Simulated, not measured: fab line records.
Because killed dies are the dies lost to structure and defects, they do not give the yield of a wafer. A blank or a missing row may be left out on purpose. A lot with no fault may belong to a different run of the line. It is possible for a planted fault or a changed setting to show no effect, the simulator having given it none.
Which tool is to blame? / flow n5_finfet / 7 lots with 21 wafers sampled at 8 steps, on a route of 1938 steps

== WHAT THE GAUGES READ, wafer by wafer ==
N5_BEOL_M10_CD_MEAS_11: target cd 64.1 nm. Usual: cd_nm at 64.3 nm, with a standard deviation of 0.7.
lot=L577; measured=day 11 09:01; on=cd_sem-02; cd_nm (nm)=64.8 64.9 64.3; flag=
lot=L585; measured=day 13 04:50; on=cd_sem-03; cd_nm (nm)=64.3 64.6 64.0; flag=
lot=L586; measured=day 13 09:35; on=cd_sem-03; cd_nm (nm)=63.9 65.0 64.9; flag=
lot=L588; measured=day 13 22:20; on=cd_sem-01; cd_nm (nm)=64.9 63.1 64.7; flag=
lot=L593; measured=day 15 03:02; on=cd_sem-01; cd_nm (nm)=64.5 65.0 64.6; flag=
lot=L597; measured=day 16 06:14; on=cd_sem-02; cd_nm (nm)=64.4 64.4 63.6; flag=
lot=L598; measured=day 16 09:45; on=cd_sem-02; cd_nm (nm)=63.9 64.4 63.7; flag=

N5_BEOL_M10_OCD_MEAS_38. Usual: trench_depth_nm at 150 nm, with a standard deviation of 3.4.
lot=L577; measured=day 11 12:36; on=ocd-02; trench_depth_nm (nm)=147 155 145; flag=
lot=L585; measured=day 13 06:23; on=ocd-02; trench_depth_nm (nm)=149 191 191; flag=OFF
lot=L586; measured=day 13 12:47; on=ocd-02; trench_depth_nm (nm)=195 149 151; flag=OFF
lot=L588; measured=day 13 23:53; on=ocd-01; trench_depth_nm (nm)=151 149 147; flag=
lot=L593; measured=day 15 04:49; on=ocd-01; trench_depth_nm (nm)=151 155 156; flag=
lot=L597; measured=day 16 08:53; on=ocd-01; trench_depth_nm (nm)=147 151 151; flag=
lot=L598; measured=day 16 11:52; on=ocd-01; trench_depth_nm (nm)=146 155 147; flag=

N5_BEOL_M10_THK_MEAS_53: measures by xrf. Usual: M10_THK 143 nm, standard deviation 3.7.
lot=L577; measured=day 11 15:47; on=film_metro-02; M10_THK (nm)=139 150 135; flag=
lot=L585; measured=day 13 09:20; on=film_metro-02; M10_THK (nm)=142 182 181; flag=OFF
lot=L586; measured=day 13 15:16; on=film_metro-02; M10_THK (nm)=187 142 142; flag=OFF
lot=L588; measured=day 14 03:23; on=film_metro-01; M10_THK (nm)=144 143 138; flag=
lot=L593; measured=day 15 07:22; on=film_metro-02; M10_THK (nm)=142 146 146; flag=
lot=L597; measured=day 16 11:18; on=film_metro-02; M10_THK (nm)=140 143 142; flag=
lot=L598; measured=day 16 13:46; on=film_metro-02; M10_THK (nm)=141 149 140; flag=

N5_BEOL_M10_RS_MEAS_57: uses a four-point probe to measure. Usual: M10_RS 0.150 ohm/sq, standard deviation 0.0042.
lot=L577; measured=day 11 15:57; on=film_metro-02; M10_RS (ohm/sq)=0.153 0.142 0.158; flag=
lot=L585; measured=day 13 09:28; on=film_metro-02; M10_RS (ohm/sq)=0.150 0.114 0.116; flag=OFF
lot=L586; measured=day 13 15:26; on=film_metro-02; M10_RS (ohm/sq)=0.111 0.150 0.149; flag=OFF
lot=L588; measured=day 14 03:32; on=film_metro-02; M10_RS (ohm/sq)=0.149 0.149 0.155; flag=
lot=L593; measured=day 15 07:30; on=film_metro-01; M10_RS (ohm/sq)=0.150 0.146 0.145; flag=
lot=L597; measured=day 16 11:26; on=film_metro-01; M10_RS (ohm/sq)=0.154 0.150 0.152; flag=
lot=L598; measured=day 16 13:55; on=film_metro-01; M10_RS (ohm/sq)=0.152 0.143 0.153; flag=

N5_BEOL_M15_RC_MEAS_101. Usual: COMB_M11 1.5e-11 S/m, standard deviation 3.2e-12; COMB_M12 6.4e-12 S/m, standard deviation 1.4e-12; COMB_M13 5e-12 S/m, standard deviation 9.5e-13; COMB_M14 3.6e-12 S/m, standard deviation 1e-12; COMB_M15 2.5e-12 S/m, standard deviation 7.3e-13; COMB_M5 3.7e-11 S/m, standard deviation 7.9e-12; COMB_M6 2.3e-11 S/m, standard deviation 4.6e-12; COMB_M7 2.5e-11 S/m, standard deviation 4.8e-12; COMB_M8 2.5e-11 S/m, standard deviation 5.3e-12; COMB_M9 1.4e-11 S/m, standard deviation 3e-12; SERP_M10 3.02 ohm/um, standard deviation 0.1; SERP_M10_max_site 3.10 ohm/um, standard deviation 0.11; SERP_M11 3.09 ohm/um, standard deviation 0.093; SERP_M12 0.644 ohm/um, standard deviation 0.021; SERP_M13 0.313 ohm/um, standard deviation 0.0081; SERP_M14 0.160 ohm/um, standard deviation 0.0057; SERP_M5 39.0 ohm/um, standard deviation 2.2; SERP_M6 13.8 ohm/um, standard deviation 0.78; SERP_M6_max_site 14.3 ohm/um, standard deviation 0.81; SERP_M7 14.0 ohm/um, standard deviation 0.75; SERP_M8 14.0 ohm/um, standard deviation 0.76; SERP_M9 3.09 ohm/um, standard deviation 0.11.
lot=L577; measured=day 12 19:16; on=prober-02; COMB_M11 (S/m)=1.4e-11 1.6e-11 1.8e-11; COMB_M12 (S/m)=7.8e-12 1e-11 7e-12; COMB_M13 (S/m)=5.4e-12 5e-12 3.4e-12; COMB_M14 (S/m)=3.5e-12 5e-12 4.2e-12; COMB_M15 (S/m)=3.3e-12 3.3e-12 2.7e-12; COMB_M5 (S/m)=3.1e-11 4.2e-11 4.4e-11; COMB_M6 (S/m)=2.2e-11 1.9e-11 2.8e-11; COMB_M7 (S/m)=2.2e-11 2.5e-11 2.6e-11; COMB_M8 (S/m)=2.7e-11 2.9e-11 3e-11; COMB_M9 (S/m)=1.6e-11 1.8e-11 2.1e-11; SERP_M10 (ohm/um)=3.04 2.86 3.16; SERP_M10_max_site (ohm/um)=3.06 2.89 3.22; SERP_M11 (ohm/um)=3.10 3.14 3.23; SERP_M12 (ohm/um)=0.672 0.705 0.635; SERP_M13 (ohm/um)=0.307 0.313 0.311; SERP_M14 (ohm/um)=0.160 0.162 0.160; SERP_M5 (ohm/um)=42.1 39.9 41.2; SERP_M6 (ohm/um)=14.0 15.0 12.8; SERP_M6_max_site (ohm/um)=14.4 15.2 13.6; SERP_M7 (ohm/um)=12.5 13.4 13.3; SERP_M8 (ohm/um)=14.3 13.9 14.7; SERP_M9 (ohm/um)=2.92 3.01 3.21; flag=
lot=L585; measured=day 14 13:37; on=prober-01; COMB_M11 (S/m)=1.1e-11 1.3e-11 1.1e-11; COMB_M12 (S/m)=5.4e-12 6.3e-12 5.8e-12; COMB_M13 (S/m)=5.9e-12 6.2e-12 4.7e-12; COMB_M14 (S/m)=3e-12 1.9e-12 3.6e-12; COMB_M15 (S/m)=1.9e-12 1.7e-12 9e-13; COMB_M5 (S/m)=2.5e-11 2.4e-11 3.9e-11; COMB_M6 (S/m)=2.6e-11 2e-11 2.4e-11; COMB_M7 (S/m)=2.5e-11 3.2e-11 2.2e-11; COMB_M8 (S/m)=1.5e-11 2.9e-11 2.7e-11; COMB_M9 (S/m)=1.3e-11 1.2e-11 9e-12; SERP_M10 (ohm/um)=3.01 2.25 2.37; SERP_M10_max_site (ohm/um)=3.14 2.31 2.47; SERP_M11 (ohm/um)=3.14 3.01 3.19; SERP_M12 (ohm/um)=0.623 0.623 0.631; SERP_M13 (ohm/um)=0.315 0.311 0.319; SERP_M14 (ohm/um)=0.155 0.158 0.161; SERP_M5 (ohm/um)=38.8 35.3 36.6; SERP_M6 (ohm/um)=11.9 13.2 13.0; SERP_M6_max_site (ohm/um)=12.7 13.7 13.6; SERP_M7 (ohm/um)=13.1 13.1 13.1; SERP_M8 (ohm/um)=13.9 13.2 14.3; SERP_M9 (ohm/um)=3.08 3.06 3.05; flag=OFF
lot=L586; measured=day 15 04:25; on=prober-02; COMB_M11 (S/m)=1.3e-11 2.6e-11 1.6e-11; COMB_M12 (S/m)=6.8e-12 5.5e-12 7.4e-12; COMB_M13 (S/m)=4.2e-12 4.2e-12 5.3e-12; COMB_M14 (S/m)=5e-12 4e-12 6.3e-12; COMB_M15 (S/m)=2.5e-12 2.9e-12 3.6e-12; COMB_M5 (S/m)=3.9e-11 3.7e-11 3.8e-11; COMB_M6 (S/m)=2.2e-11 2.2e-11 2.2e-11; COMB_M7 (S/m)=2.8e-11 2.6e-11 2.9e-11; COMB_M8 (S/m)=2.1e-11 2.4e-11 2e-11; COMB_M9 (S/m)=1.4e-11 1.4e-11 1.1e-11; SERP_M10 (ohm/um)=2.21 3.00 2.95; SERP_M10_max_site (ohm/um)=2.28 3.08 3.03; SERP_M11 (ohm/um)=2.96 3.12 3.05; SERP_M12 (ohm/um)=0.654 0.640 0.631; SERP_M13 (ohm/um)=0.318 0.324 0.310; SERP_M14 (ohm/um)=0.155 0.170 0.149; SERP_M5 (ohm/um)=39.4 37.1 39.3; SERP_M6 (ohm/um)=14.6 13.3 13.0; SERP_M6_max_site (ohm/um)=15.0 13.9 13.5; SERP_M7 (ohm/um)=14.2 13.3 14.3; SERP_M8 (ohm/um)=13.2 12.6 13.0; SERP_M9 (ohm/um)=3.13 3.04 3.09; flag=
lot=L588; measured=day 15 17:56; on=prober-02; COMB_M11 (S/m)=1.2e-11 1.5e-11 1.7e-11; COMB_M12 (S/m)=5.8e-12 7.6e-12 5.5e-12; COMB_M13 (S/m)=5.8e-12 5.1e-12 5.8e-12; COMB_M14 (S/m)=3.7e-12 3.8e-12 4.6e-12; COMB_M15 (S/m)=2.8e-12 2.5e-12 1.9e-12; COMB_M5 (S/m)=2.9e-11 4.1e-11 6.8e-11; COMB_M6 (S/m)=2e-11 1.6e-11 2.3e-11; COMB_M7 (S/m)=3.3e-11 3.2e-11 2.2e-11; COMB_M8 (S/m)=2.7e-11 2.2e-11 2.5e-11; COMB_M9 (S/m)=1.7e-11 1.4e-11 2.2e-11; SERP_M10 (ohm/um)=2.98 3.05 3.15; SERP_M10_max_site (ohm/um)=3.02 3.16 3.18; SERP_M11 (ohm/um)=3.21 3.20 3.02; SERP_M12 (ohm/um)=0.666 0.652 0.678; SERP_M13 (ohm/um)=0.313 0.315 0.310; SERP_M14 (ohm/um)=0.160 0.160 0.153; SERP_M5 (ohm/um)=38.3 38.6 37.2; SERP_M6 (ohm/um)=12.7 13.5 13.1; SERP_M6_max_site (ohm/um)=12.9 14.0 13.3; SERP_M7 (ohm/um)=14.7 13.5 13.4; SERP_M8 (ohm/um)=15.0 15.1 14.1; SERP_M9 (ohm/um)=3.12 3.05 3.07; flag=
lot=L593; measured=day 16 13:16; on=prober-01; COMB_M11 (S/m)=1.4e-11 1.5e-11 1e-11; COMB_M12 (S/m)=5.1e-12 4e-12 6.2e-12; COMB_M13 (S/m)=4.3e-12 3.9e-12 4.8e-12; COMB_M14 (S/m)=3.4e-12 1.8e-12 3.7e-12; COMB_M15 (S/m)=2e-12 1.4e-12 1.5e-12; COMB_M5 (S/m)=3.1e-11 3.5e-11 2.2e-11; COMB_M6 (S/m)=2.1e-11 2.3e-11 3e-11; COMB_M7 (S/m)=2.6e-11 2.3e-11 2.1e-11; COMB_M8 (S/m)=2.1e-11 1.9e-11 2.7e-11; COMB_M9 (S/m)=1.2e-11 1.7e-11 1.3e-11; SERP_M10 (ohm/um)=3.03 2.89 2.87; SERP_M10_max_site (ohm/um)=3.14 2.95 3.00; SERP_M11 (ohm/um)=3.12 3.02 3.03; SERP_M12 (ohm/um)=0.641 0.660 0.676; SERP_M13 (ohm/um)=0.320 0.320 0.306; SERP_M14 (ohm/um)=0.153 0.164 0.164; SERP_M5 (ohm/um)=35.9 35.8 41.3; SERP_M6 (ohm/um)=14.7 13.4 14.7; SERP_M6_max_site (ohm/um)=15.3 13.9 15.3; SERP_M7 (ohm/um)=15.2 14.0 14.7; SERP_M8 (ohm/um)=14.5 14.5 14.3; SERP_M9 (ohm/um)=3.09 3.09 3.21; flag=
lot=L597; measured=day 17 23:19; on=prober-02; COMB_M11 (S/m)=1.4e-11 1.5e-11 1.7e-11; COMB_M12 (S/m)=5e-12 5.8e-12 6.1e-12; COMB_M13 (S/m)=4.9e-12 5.1e-12 6.3e-12; COMB_M14 (S/m)=3.4e-12 4.2e-12 4.4e-12; COMB_M15 (S/m)=2.9e-12 3.8e-12 2.1e-12; COMB_M5 (S/m)=3.6e-11 4e-11 4.2e-11; COMB_M6 (S/m)=2.5e-11 2.5e-11 2.1e-11; COMB_M7 (S/m)=3.4e-11 2.9e-11 4.2e-11; COMB_M8 (S/m)=3.2e-11 3.7e-11 4e-11; COMB_M9 (S/m)=1.5e-11 1.7e-11 1e-11; SERP_M10 (ohm/um)=3.13 2.99 3.06; SERP_M10_max_site (ohm/um)=3.25 3.10 3.11; SERP_M11 (ohm/um)=2.96 3.13 3.03; SERP_M12 (ohm/um)=0.633 0.610 0.660; SERP_M13 (ohm/um)=0.308 0.311 0.310; SERP_M14 (ohm/um)=0.162 0.166 0.162; SERP_M5 (ohm/um)=36.4 38.7 39.2; SERP_M6 (ohm/um)=13.2 13.1 14.2; SERP_M6_max_site (ohm/um)=13.6 13.8 14.8; SERP_M7 (ohm/um)=15.7 13.7 15.0; SERP_M8 (ohm/um)=13.0 13.4 12.8; SERP_M9 (ohm/um)=3.09 3.19 3.11; flag=
lot=L598; measured=day 18 04:22; on=prober-02; COMB_M11 (S/m)=1.2e-11 1.5e-11 1.5e-11; COMB_M12 (S/m)=8.5e-12 6.8e-12 5.7e-12; COMB_M13 (S/m)=5.5e-12 6e-12 6.9e-12; COMB_M14 (S/m)=2.6e-12 2.9e-12 2.8e-12; COMB_M15 (S/m)=3e-12 2.2e-12 3.4e-12; COMB_M5 (S/m)=4.3e-11 3.4e-11 3.8e-11; COMB_M6 (S/m)=2.4e-11 2.3e-11 2.5e-11; COMB_M7 (S/m)=2.5e-11 2.8e-11 2.4e-11; COMB_M8 (S/m)=2.2e-11 3.2e-11 2.8e-11; COMB_M9 (S/m)=1.2e-11 1e-11 1.2e-11; SERP_M10 (ohm/um)=3.10 2.91 3.08; SERP_M10_max_site (ohm/um)=3.16 3.00 3.34; SERP_M11 (ohm/um)=3.01 3.16 3.23; SERP_M12 (ohm/um)=0.618 0.645 0.599; SERP_M13 (ohm/um)=0.322 0.314 0.312; SERP_M14 (ohm/um)=0.160 0.164 0.158; SERP_M5 (ohm/um)=38.2 40.1 35.9; SERP_M6 (ohm/um)=13.7 13.6 14.2; SERP_M6_max_site (ohm/um)=14.2 14.4 14.9; SERP_M7 (ohm/um)=13.0 13.7 12.9; SERP_M8 (ohm/um)=14.0 13.5 14.0; SERP_M9 (ohm/um)=2.94 2.93 3.00; flag=

== WHICH TOOL RAN EACH LOT (tool, then ch and the chambers of the sampled wafers, then the start) ==
lot=L577; N5_BEOL_M10_TRENCH_ETCH_37=rie_diel-04 ch 1,2,3, day 11 12:25; N5_BEOL_M10_DEGAS_44=pvd_sputter-02, day 11 13:35; N5_BEOL_M10_ALD_74=ald_metal-02 ch 0,1,2, day 11 13:41
lot=L585; N5_BEOL_M10_TRENCH_ETCH_37=rie_diel-06 ch 0,1, day 13 06:12; N5_BEOL_M10_DEGAS_44=pvd_sputter-01, day 13 07:13; N5_BEOL_M10_ALD_74=ald_metal-02 ch 0,1, day 13 07:21
lot=L586; N5_BEOL_M10_TRENCH_ETCH_37=rie_diel-06 ch 0,1,3, day 13 12:36; N5_BEOL_M10_DEGAS_44=pvd_sputter-02, day 13 13:40; N5_BEOL_M10_ALD_74=ald_metal-02 ch 0,2, day 13 13:46
lot=L588; N5_BEOL_M10_TRENCH_ETCH_37=rie_diel-01 ch 1,2,3, day 13 23:41; N5_BEOL_M10_DEGAS_44=pvd_sputter-03, day 14 00:28; N5_BEOL_M10_ALD_74=ald_metal-04 ch 0,1, day 14 00:34
lot=L593; N5_BEOL_M10_TRENCH_ETCH_37=rie_diel-04 ch 0,1, day 15 04:38; N5_BEOL_M10_DEGAS_44=pvd_sputter-03, day 15 05:38; N5_BEOL_M10_ALD_74=ald_metal-03 ch 1,2,3, day 15 05:49
lot=L597; N5_BEOL_M10_TRENCH_ETCH_37=rie_diel-01 ch 0,1,2, day 16 08:42; N5_BEOL_M10_DEGAS_44=pvd_sputter-02, day 16 09:31; N5_BEOL_M10_ALD_74=ald_metal-03 ch 0,2,3, day 16 09:46
lot=L598; N5_BEOL_M10_TRENCH_ETCH_37=rie_diel-06 ch 0,1,3, day 16 11:40; N5_BEOL_M10_DEGAS_44=pvd_sputter-03, day 16 12:24; N5_BEOL_M10_ALD_74=ald_metal-04 ch 0,2,3, day 16 12:30
- N5_BEOL_M10_TRENCH_ETCH_37: etches SiCOH lowk in C4F6/O2, target depth 148.83 nm, time 48 s.
- N5_BEOL_M10_DEGAS_44: time 60 s.
- N5_BEOL_M10_ALD_74: deposits TaN, target thk 2 nm, pulse time 2 s, purge time 3 s.

== WHAT THE TOOLS THEMSELVES READ (means of the sampled wafers that have a number; where no wafer has one, the mark that the record gives instead) ==
N5_BEOL_M10_TRENCH_ETCH_37. Usual: drypump_motor_current_A 5.6 A (standard deviation 0.41); oes_ar_750_au 0.82 a.u. (standard deviation 0.073); oes_product_au 0.82 a.u. (standard deviation 0.078); rf_vpp_V 662 V (standard deviation 19); run_length_s 71.3 s (standard deviation 0.36); showerhead_plenum_p_Torr 2.83 Torr (standard deviation 0.09); throttle_valve_pct 20.78 % (standard deviation 0.21).
lot=L577; tool=rie_diel-04; drypump_motor_current_A (A)=5.6; oes_ar_750_au (a.u.)=0.79; oes_product_au (a.u.)=0.80; rf_vpp_V (V)=665; run_length_s (s)=71.2; showerhead_plenum_p_Torr (Torr)=2.83; throttle_valve_pct (%)=20.87; flag=
lot=L585; tool=rie_diel-06; drypump_motor_current_A (A)=5.6; oes_ar_750_au (a.u.)=0.75; oes_product_au (a.u.)=0.73; rf_vpp_V (V)=640; run_length_s (s)=81.3; showerhead_plenum_p_Torr (Torr)=2.94; throttle_valve_pct (%)=20.74; flag=OFF
lot=L586; tool=rie_diel-06; drypump_motor_current_A (A)=5.6; oes_ar_750_au (a.u.)=0.78; oes_product_au (a.u.)=0.78; rf_vpp_V (V)=641; run_length_s (s)=76.3; showerhead_plenum_p_Torr (Torr)=2.89; throttle_valve_pct (%)=20.80; flag=OFF
lot=L588; tool=rie_diel-01; drypump_motor_current_A (A)=5.7; oes_ar_750_au (a.u.)=0.87; oes_product_au (a.u.)=0.86; rf_vpp_V (V)=663; run_length_s (s)=71.4; showerhead_plenum_p_Torr (Torr)=2.76; throttle_valve_pct (%)=20.67; flag=
lot=L593; tool=rie_diel-04; drypump_motor_current_A (A)=5.9; oes_ar_750_au (a.u.)=0.80; oes_product_au (a.u.)=0.83; rf_vpp_V (V)=680; run_length_s (s)=71.0; showerhead_plenum_p_Torr (Torr)=2.85; throttle_valve_pct (%)=20.96; flag=
lot=L597; tool=rie_diel-01; drypump_motor_current_A (A)=5.4; oes_ar_750_au (a.u.)=0.80; oes_product_au (a.u.)=0.80; rf_vpp_V (V)=665; run_length_s (s)=71.6; showerhead_plenum_p_Torr (Torr)=2.82; throttle_valve_pct (%)=20.86; flag=
lot=L598; tool=rie_diel-06; drypump_motor_current_A (A)=5.6; oes_ar_750_au (a.u.)=0.86; oes_product_au (a.u.)=0.85; rf_vpp_V (V)=654; run_length_s (s)=71.2; showerhead_plenum_p_Torr (Torr)=2.87; throttle_valve_pct (%)=20.75; flag=

N5_BEOL_M10_DEGAS_44. Usual: heater_power_w at 330 W, with a standard deviation of 26.
lot=L577; tool=pvd_sputter-02; heater_power_w (W)=322; flag=
lot=L585; tool=pvd_sputter-01; heater_power_w (W)=331; flag=
lot=L586; tool=pvd_sputter-02; heater_power_w (W)=319; flag=
lot=L588; tool=pvd_sputter-03; heater_power_w (W)=334; flag=
lot=L593; tool=pvd_sputter-03; heater_power_w (W)=339; flag=
lot=L597; tool=pvd_sputter-02; heater_power_w (W)=321; flag=
lot=L598; tool=pvd_sputter-03; heater_power_w (W)=343; flag=

N5_BEOL_M10_ALD_74. Usual: heater_power_w at 402 W, with a standard deviation of 41.
lot=L577; tool=ald_metal-02; heater_power_w (W)=345; flag=
lot=L585; tool=ald_metal-02; heater_power_w (W)=368; flag=
lot=L586; tool=ald_metal-02; heater_power_w (W)=344; flag=
lot=L588; tool=ald_metal-04; heater_power_w (W)=408; flag=
lot=L593; tool=ald_metal-03; heater_power_w (W)=430; flag=
lot=L597; tool=ald_metal-03; heater_power_w (W)=398; flag=
lot=L598; tool=ald_metal-04; heater_power_w (W)=420; flag=

== THE ANSWER, worked out from the rows above alone ==
Rule: take the mean of a lot's wafers that have a number; if it is more than 3 standard deviations from the usual mean, the lot is off. A lot without any number at a reading at which 4 lots or more have one is off too. Where the step has rows for the other lots, those lots are counted as sound. The gauges are gone through in route order, then the tools' own readings, and for those a lot's mean is taken as printed above. The first step at which some lot is off is used, and at that step the reading that is off furthest; a lot without a number counts as furthest.
Off at N5_BEOL_M10_OCD_MEAS_38 (trench_depth_nm): L585, L586.
A tool fits if, at a process step before that reading, it ran every lot that is off, and no sound lot after the first of them. The gauges at N5_BEOL_M10_OCD_MEAS_38 aren't tried: what is off there is off at N5_BEOL_M10_THK_MEAS_53 too, on other tools, and a gauge's error can't cause that. Not one of the candidates tried fits.

== WHAT HAD BEEN PUT IN BY THE SIMULATOR ==
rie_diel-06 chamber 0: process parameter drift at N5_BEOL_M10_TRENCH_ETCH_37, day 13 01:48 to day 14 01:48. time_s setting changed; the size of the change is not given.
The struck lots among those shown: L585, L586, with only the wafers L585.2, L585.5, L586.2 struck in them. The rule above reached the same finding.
